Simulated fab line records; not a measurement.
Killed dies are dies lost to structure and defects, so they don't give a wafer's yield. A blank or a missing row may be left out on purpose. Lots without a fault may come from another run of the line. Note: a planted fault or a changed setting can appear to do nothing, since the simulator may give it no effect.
fab line records	flow n5Finfet
[record] lots = 10	wafers = 30	lastDay = 17
route steps=1938 shown ZERO_LAYER@15 WELL_APT@32 PMOS_HMC_CHANNEL_EPI@66 BEOL_M4@1111
lots that met no fault: from a run of the same line without faults
startH: hours from the record's first day to the start of the lot's first wafer shown	waitH: time in hours since the lot's previous step	" identical to the entry in the row above	L1.1+2: a row that stands for several wafers	- no value, or no start given	* or withheld: withheld	< > ~ a bound
route shown NAME@n: names a module that has steps shown in the file, with the first one's number in the route	usual: mean/standard deviation of fault-free wafers	same: alike in all rows	chamber/n: place in a boat	sites: each site's reading	_std_site: their standard deviation	_edge_site: mean of outer sites minus mean of inner sites	radiusMm: how far each site lies from the wafer's centre	mask NAME#n: copy n	behind: tool/chamber where the wafer was last shaped	hold: why the lot went on hold/how many hours it stayed there/how the hold came to an end	device: the transistor (n, p or np) that didn't switch	end of line: tests of these same wafers at the route's end	for a step that has no rows: nothing shown but its recipe	killed: at the first sort, the dies lost to defects and structure; wafer yield is something else	map: a wafer's dies, marking killed ones x, the rest . and places with no die _
set.NAME: the setting as run; set.NAME@STEP: as run at that earlier step	model.NAME: the simulator's own value behind a step, which no gauge read
the route's steps for a sample of lots (tables are steps, rows are wafers)
services: the hour from which a tool's chamber was out of use, counted from the record's first day as startH (under 0 if before that day), plus the number of hours and why
[[steps]]
[step N5_ZERO_LAYER_ETCH_17]
[recipe] chemistry = CF4	target = SiO2	targetDepthA = 120	timeS = 13.3	ionEnergyEv = 350	pressureMtorr = 40	sourceW = 450	biasW = 215	Ar_flow_sccm = 100	cf4FlowSccm = 100
[usual] drypumpMotorCurrentA = 5.6/0.45	oesProductAu = 0.76/0.078	rfVppV = 948/4.4	showerheadPlenumPTorr = 2.14/0.071	throttleValvePct = 15.58/0.25
lot.wafer	tool	chamber	startH	waitH	drypumpMotorCurrentA	oesProductAu	rfHoursCounterH	rfVppV	showerheadPlenumPTorr	throttleValvePct
L983.2	rieDiel-01	3	12.84	0.0	5.6	0.81	101	955	2.25	15.44
L983.5	"	2	"	"	5.2	0.84	-	946	2.09	15.50
L983.6	"	0	"	"	4.9	0.72	-	947	2.12	15.68
L984.3	rieDiel-03	1	18.84	0.0	6.3	0.74	192	953	2.21	15.97
L984.4	"	2	"	"	5.0	0.71	213	953	2.20	15.70
L984.6	"	2	"	"	5.1	0.70	-	953	2.20	15.69
L985.1	rieDiel-01	2	24.84	0.0	5.2	0.83	86	946	2.08	15.46
L985.3	"	3	"	"	5.6	0.80	104	955	2.25	15.44
L985.5	"	3	"	"	5.6	0.80	-	957	2.25	15.44
L987.1	rieDiel-04	2	36.71	0.0	6.2	0.96	6	952	2.20	15.09
L987.5	"	2	"	"	6.2	0.96	-	952	2.20	15.10
L987.6	"	3	"	"	5.2	0.74	-	943	2.06	15.52
L989.3	rieDiel-04	0	48.72	0.0	5.7	0.72	205	948	2.11	15.88
L989.4	"	2	"	"	6.2	0.96	10	953	2.19	15.10
L989.6	"	2	"	"	6.2	0.95	-	952	2.19	15.11
L998.1	rieDiel-03	0	102.98	0.0	6.1	0.71	213	949	2.11	15.46
L998.4	"	2	"	"	5.1	0.68	236	952	2.19	15.73
L998.6	"	1	"	"	6.3	0.71	-	953	2.20	16.01
L100.2	rieDiel-01	2	114.72	0.0	5.2	0.80	111	943	2.08	15.54
L100.5	"	2	"	"	5.2	0.79	-	946	2.08	15.53
L100.6	"	1	"	"	5.8	0.88	-	945	2.10	15.37
L101.4	rieDiel-01	2	120.73	0.0	5.2	0.79	113	944	2.08	15.54
L101.5	"	1	"	"	5.8	0.89	-	946	2.10	15.36
L101.6	"	0	"	"	5.0	0.69	-	945	2.11	15.74
L103.1	rieDiel-04	3	132.74	0.0	5.2	0.71	192	941	2.05	15.59
L103.4	"	1	"	"	5.7	0.77	130	939	1.98	15.39
L103.5	"	0	"	"	5.7	0.71	-	948	2.11	15.90
L105.3	rieDiel-04	2	144.85	0.0	6.2	0.89	39	950	2.18	15.14
L105.4	"	3	"	"	5.2	0.72	-	943	2.04	15.58
L105.6	"	2	"	"	6.2	0.88	-	952	2.18	15.17
[step N5_WELL_APT_IMPLANT_14]
[recipe] species = P	energyKev = 160	doseCm2 = 1.5e+13	tiltDeg = 0	rotationDeg = 0
[usual] doseIonsCm2 = 1.5001e+13/1.8e+10	faradayCurrentUA = 191/3.7
lot.wafer	tool	chamber	startH	waitH	doseIonsCm2	faradayCurrentUA
L983.2	implanter-01	0	14.08	0.1	1.5e+13	190
L983.5	"	0	"	"	1.4999e+13	186
L983.6	"	0	"	"	1.4983e+13	187
L984.3	implanter-02	0	20.48	0.1	1.502e+13	184
L984.4	"	0	"	"	1.4997e+13	194
L984.6	"	0	"	"	1.5013e+13	188
L985.1	implanter-02	0	26.00	0.1	1.5001e+13	188
L985.3	"	0	"	"	1.4998e+13	189
L985.5	"	0	"	"	1.5043e+13	188
L987.1	implanter-01	0	37.87	0.1	1.5013e+13	193
L987.5	"	0	"	"	1.4988e+13	188
L987.6	"	0	"	"	1.5024e+13	188
L989.3	implanter-02	0	49.80	0.1	1.5004e+13	195
L989.4	"	0	"	"	1.5e+13	199
L989.6	"	0	"	"	1.5025e+13	197
L998.1	implanter-02	0	104.03	0.1	1.1129e+13	137
L998.4	"	0	"	"	1.1138e+13	139
L998.6	"	0	"	"	1.1115e+13	137
L100.2	implanter-02	0	116.03	0.1	1.1168e+13	138
L100.5	"	0	"	"	1.1144e+13	144
L100.6	"	0	"	"	1.1134e+13	146
L101.4	implanter-01	0	121.85	0.2	1.499e+13	180
L101.5	"	0	"	"	1.5003e+13	185
L101.6	"	0	"	"	1.5009e+13	193
L103.1	implanter-01	0	133.78	0.1	1.4993e+13	187
L103.4	"	0	"	"	1.4952e+13	185
L103.5	"	0	"	"	1.498e+13	189
L105.3	implanter-01	0	145.96	0.1	1.4999e+13	191
L105.4	"	0	"	"	1.4986e+13	190
L105.6	"	0	"	"	1.4977e+13	192
[step N5_WELL_APT_OVL_MEAS_26]
[recipe] pointsPerWafer = 44
[usual] PWELL_OVL = -1/4.7
lot.wafer	tool	chamber	startH	waitH	PWELL_OVL[nm]
L983.2	overlay-01	0	15.01	0.0	-5
L983.5	"	0	"	"	-9
L983.6	"	0	"	"	2
L984.3	overlay-01	0	21.51	0.0	1
L984.4	"	0	"	"	9
L984.6	"	0	"	"	-2
L985.1	overlay-01	0	27.09	0.0	-3
L985.3	"	0	"	"	-6
L985.5	"	0	"	"	-8
L987.1	overlay-02	0	38.98	0.0	1
L987.5	"	0	"	"	-6
L987.6	"	0	"	"	-2
L989.3	overlay-02	0	50.83	0.0	2
L989.4	"	0	"	"	4
L989.6	"	0	"	"	4
L998.1	overlay-02	0	105.01	0.0	5
L998.4	"	0	"	"	0
L998.6	"	0	"	"	2
L100.2	overlay-01	0	117.13	0.0	6
L100.5	"	0	"	"	11
L100.6	"	0	"	"	3
L101.4	overlay-01	0	122.75	0.0	-7
L101.5	"	0	"	"	0
L101.6	"	0	"	"	-1
L103.1	overlay-02	0	134.74	0.0	-6
L103.4	"	0	"	"	0
L103.5	"	0	"	"	-1
L105.3	overlay-01	0	146.88	0.0	-1
L105.4	"	0	"	"	3
L105.6	"	0	"	"	8
[step N5_PMOS_HMC_CHANNEL_EPI_OVL_MEAS_10]
[recipe] pointsPerWafer = 44
[usual] PMOS_HMC_BLK_OVL = 0.0/0.63
lot.wafer	tool	chamber	startH	waitH	PMOS_HMC_BLK_OVL[nm]
L983.2	overlay-01	0	17.20	0.0	-0.2
L983.5	"	0	"	"	0.1
L983.6	"	0	"	"	-0.2
L984.3	overlay-02	0	23.87	0.0	0.2
L984.4	"	0	"	"	0.9
L984.6	"	0	"	"	0.7
L985.1	overlay-01	0	29.36	0.0	0.0
L985.3	"	0	"	"	0.1
L985.5	"	0	"	"	-0.6
L987.1	overlay-02	0	42.09	0.0	0.2
L987.5	"	0	"	"	-0.2
L987.6	"	0	"	"	0.3
L989.3	overlay-01	0	53.09	0.0	0.0
L989.4	"	0	"	"	-0.6
L989.6	"	0	"	"	-1.7
L998.1	overlay-01	0	107.70	0.0	0.8
L998.4	"	0	"	"	0.3
L998.6	"	0	"	"	-0.6
L100.2	overlay-02	0	119.63	0.0	0.7
L100.5	"	0	"	"	-0.7
L100.6	"	0	"	"	0.2
L101.4	overlay-02	0	124.94	0.0	-1.7
L101.5	"	0	"	"	-0.3
L101.6	"	0	"	"	-0.9
L103.1	overlay-02	0	136.95	0.0	0.8
L103.4	"	0	"	"	0.2
L103.5	"	0	"	"	0.2
L105.3	overlay-02	0	149.14	0.0	-0.5
L105.4	"	0	"	"	0.2
L105.6	"	0	"	"	1.0
[step N5_BEOL_M4_RC_MEAS_101]
[usual] DIBL_N = 36.5/1.4	DIBL_P = 36.6/1.9	IOFF_N = 0.167/0.029	IOFF_P = 0.21/0.033	ION_N = 674/12	ION_P = 460/8.9	RS_NWELL = 1037/6.3	SS_N = 71.6/0.57	SS_P = 73.4/0.61	VT_N = 249/3.3	VT_P = -250/3.3
lot.wafer	tool	chamber	startH	waitH	DIBL_N[mV/V]	DIBL_P[mV/V]	IOFF_N[nA/um]	IOFF_P[nA/um]	ION_N[uA/um]	ION_P[uA/um]	RS_NWELL[ohm/sq]	SS_N[mV/dec]	SS_P[mV/dec]	VT_N[mV]	VT_P[mV]
L984.3	prober-01	0	164.05	0.9	34.9	35.9	0.152	0.17	682	454	1037	71.5	73.3	250	-254
L984.4	"	0	"	"	34.5	35.7	0.133	0.18	660	449	1037	71.4	73.7	251	-253
L984.6	"	0	"	"	37.4	37.8	0.186	0.20	670	453	1034	72.5	73.2	244	-253
L983.2	prober-01	0	178.16	0.2	33.5	31.3	0.126	0.18	677	470	1033	70.3	72.9	250	-249
L983.5	"	0	"	"	36.6	35.8	0.180	0.25	694	480	1043	71.8	73.1	245	-247
L983.6	"	0	"	"	33.2	31.9	0.119	0.18	671	460	1046	70.9	72.5	252	-250
L985.1	prober-02	0	178.37	0.0	36.0	36.0	0.160	0.20	664	454	1039	71.5	73.9	250	-252
L985.3	"	0	"	"	34.5	33.9	0.134	0.18	657	450	1042	71.3	73.7	252	-256
L985.5	"	0	"	"	38.5	39.2	0.214	0.26	674	459	1037	72.6	74.7	244	-247
L987.1	prober-02	0	195.26	0.0	36.6	35.3	0.158	0.23	678	467	1040	71.5	73.4	250	-248
L987.5	"	0	"	"	35.1	33.9	0.135	0.21	662	462	1042	70.4	73.0	252	-248
L987.6	"	0	"	"	37.3	36.3	0.173	0.25	677	470	1039	71.1	73.6	250	-244
L989.3	prober-01	0	204.07	0.3	37.1	38.5	0.212	0.25	682	468	1029	72.3	73.9	246	-248
L989.4	"	0	"	"	35.5	35.8	0.180	0.21	694	470	1034	72.4	72.8	246	-249
L989.6	"	0	"	"	35.7	36.4	0.170	0.21	678	462	1030	72.6	73.1	248	-249
L998.1	prober-01	0	265.74	0.0	37.8	38.8	0.196	0.22	677	460	1219	71.7	73.6	245	-248
L998.4	"	0	"	"	36.9	37.7	0.180	0.21	685	464	1217	71.3	73.5	247	-250
L998.6	"	0	"	"	35.8	36.3	0.148	0.19	670	461	1224	71.3	73.9	249	-252
L100.2	prober-02	0	269.37	0.2	35.6	35.7	0.135	0.16	662	445	1214	71.4	72.4	255	-255
L100.5	"	0	"	"	36.2	36.2	0.152	0.17	664	446	1225	70.7	73.0	249	-255
L100.6	"	0	"	"	37.4	37.4	0.164	0.20	674	454	1217	72.3	72.9	251	-255
L103.1	prober-02	0	289.57	0.0	36.3	36.5	0.160	0.20	671	456	1036	72.0	74.1	248	-253
L103.4	"	0	"	"	35.6	36.2	0.138	0.20	660	451	1037	71.5	73.5	254	-255
L103.5	"	0	"	"	35.4	35.1	0.140	0.19	673	459	1039	70.9	74.4	252	-253
L101.4	prober-01	0	289.69	0.5	37.9	38.4	0.174	0.24	668	462	1037	72.1	73.4	248	-251
L101.5	"	0	"	"	39.4	41.1	0.228	0.29	703	481	1041	71.8	74.9	245	-247
L101.6	"	0	"	"	38.6	38.5	0.181	0.23	658	452	1035	71.8	73.6	250	-251
L105.3	prober-01	0	304.14	0.3	36.3	35.9	0.147	0.21	659	459	1047	71.3	72.9	253	-249
L105.4	"	0	"	"	38.2	37.1	0.161	0.23	665	457	1047	71.4	73.6	250	-250
L105.6	"	0	"	"	37.6	37.4	0.169	0.24	668	464	1042	72.0	73.7	246	-249
[[services]]
tool	chamber	startH	hours	kind
rieDiel-04	2	-5.81	-	clean
rieDiel-04	2	-5.81	-	consumableReplace:focusRing
rieDiel-04	2	-5.81	17.5	scheduledDown
rieDiel-04	2	-5.81	17.5	ventCycle
rieDiel-01	1	8.71	4.3	repair
rieDiel-03	-	9.66	0.5	repair
implanter-01	-	56.59	0.8	repair
rieDiel-04	0	90.90	7.5	repair
implanter-02	-	109.77	5.2	pm
rieDiel-04	1	136.39	8.7	repair
rieDiel-03	2	142.38	-	clean
rieDiel-03	2	142.38	-	consumableReplace:focusRing
rieDiel-03	2	142.38	20.4	scheduledDown
rieDiel-03	2	142.38	20.4	ventCycle
rieDiel-01	0	144.02	-	clean
rieDiel-01	0	144.02	-	consumableReplace:focusRing
rieDiel-01	0	144.02	16.1	scheduledDown
rieDiel-01	0	144.02	16.1	ventCycle
[[key]]
[firstSign] step = N5_WELL_APT_IMPLANT_14	reading = doseIonsCm2	direction = down	sigmas = 99+	usual = 1.5001e+13	struck = 1.1138e+13
[effect] step = N5_WELL_APT_IMPLANT_14	reading = faradayCurrentUA	direction = down	sigmas = 13	usual = 191	struck = 140
[effect] step = N5_BEOL_M4_RC_MEAS_101	reading = RS_NWELL	direction = up	sigmas = 29	usual = 1037	struck = 1219
metAt N5_WELL_APT_IMPLANT_14
struckLots L998,L100
notActingAt N5_ZERO_LAYER_ETCH_17,N5_WELL_APT_OVL_MEAS_26,N5_PMOS_HMC_CHANNEL_EPI_OVL_MEAS_10
onsetBetween 49.80 104.03
[fault] kind = processParameterDrift	tool = implanter-02	chamber = -	onsetH = 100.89	steps = N5_WELL_APT_IMPLANT_14	channel = doseCm2	offset = -3.8601e+12	shape = step	endH = 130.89	actsIn = theseRecipesOnly	stated = 1.5e+13
